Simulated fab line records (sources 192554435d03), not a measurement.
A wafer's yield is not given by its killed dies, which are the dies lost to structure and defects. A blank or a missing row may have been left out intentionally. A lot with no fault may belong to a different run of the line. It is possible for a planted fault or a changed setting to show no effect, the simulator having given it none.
Matching of chambers + flow n5-finfet + rie-diel-03 running N5_BEOL_M1_ETCH_69: 4 sister chambers
The step etches SiARC in CF4, target depth 15.6 nm, time 26 s. 8 wafers are shown with their chamber, then 8 later ones without.

## EACH WAFER AND ITS CHAMBER
| wafer  | chamber | showerhead-plenum-p-Torr (Torr) | throttle-valve-pct (%) |
|--------|---------|---------------------------------|------------------------|
| L076.6 | 2       | 2.06                            | 15.68                  |
| L078.3 | 1       | 2.15                            | 15.40                  |
| L080.3 | 3       | 2.22                            | 15.66                  |
| L080.6 | 3       | 2.22                            | 15.68                  |
| L082.4 | 2       | 2.06                            | 15.71                  |
| L082.5 | 0       | 2.09                            | 15.34                  |
| L082.6 | 1       | 2.15                            | 15.41                  |
| L091.3 | 0       | 2.08                            | 15.35                  |

## WAFERS WHOSE CHAMBER IS MISSING
| wafer  | showerhead-plenum-p-Torr (Torr) | throttle-valve-pct (%) |
|--------|---------------------------------|------------------------|
| L091.5 | 2.05                            | 15.75                  |
| L091.6 | 2.14                            | 15.45                  |
| L093.2 | 2.05                            | 15.75                  |
| L093.3 | 2.14                            | 15.47                  |
| L093.5 | 2.21                            | 15.69                  |
| L097.2 | 2.21                            | 15.73                  |
| L097.3 | 2.08                            | 15.38                  |
| L097.5 | 2.21                            | 15.72                  |

## THE CHAMBER EACH PASSED THROUGH
| wafer  | from the rows above | in truth |
|--------|---------------------|----------|
| L091.5 | 2                   | 2        |
| L091.6 | 1                   | 1        |
| L093.2 | 2                   | 2        |
| L093.3 | 1                   | 1        |
| L093.5 | 3                   | 3        |
| L097.2 | 3                   | 3        |
| L097.3 | 0                   | 0        |
| L097.5 | 3                   | 3        |
Placed correctly: 8 of 8. Can't be placed from these rows: 0. 0 placed wrongly.
How it was worked out, from the rows above alone: a wafer's distance from a chamber is the root of the sum, over the readings, of the square of ((its reading less the chamber's mean) divided by the reading's scatter). The wafer belongs to the nearest chamber; if the next one is less than 2 further off, it can't be placed. For every chamber, the mean is computed from those of its wafers that are shown. The scatter: the root of (the sum of the squares of (reading less its chamber's mean) over the shown wafers, divided by (wafers less chambers)).
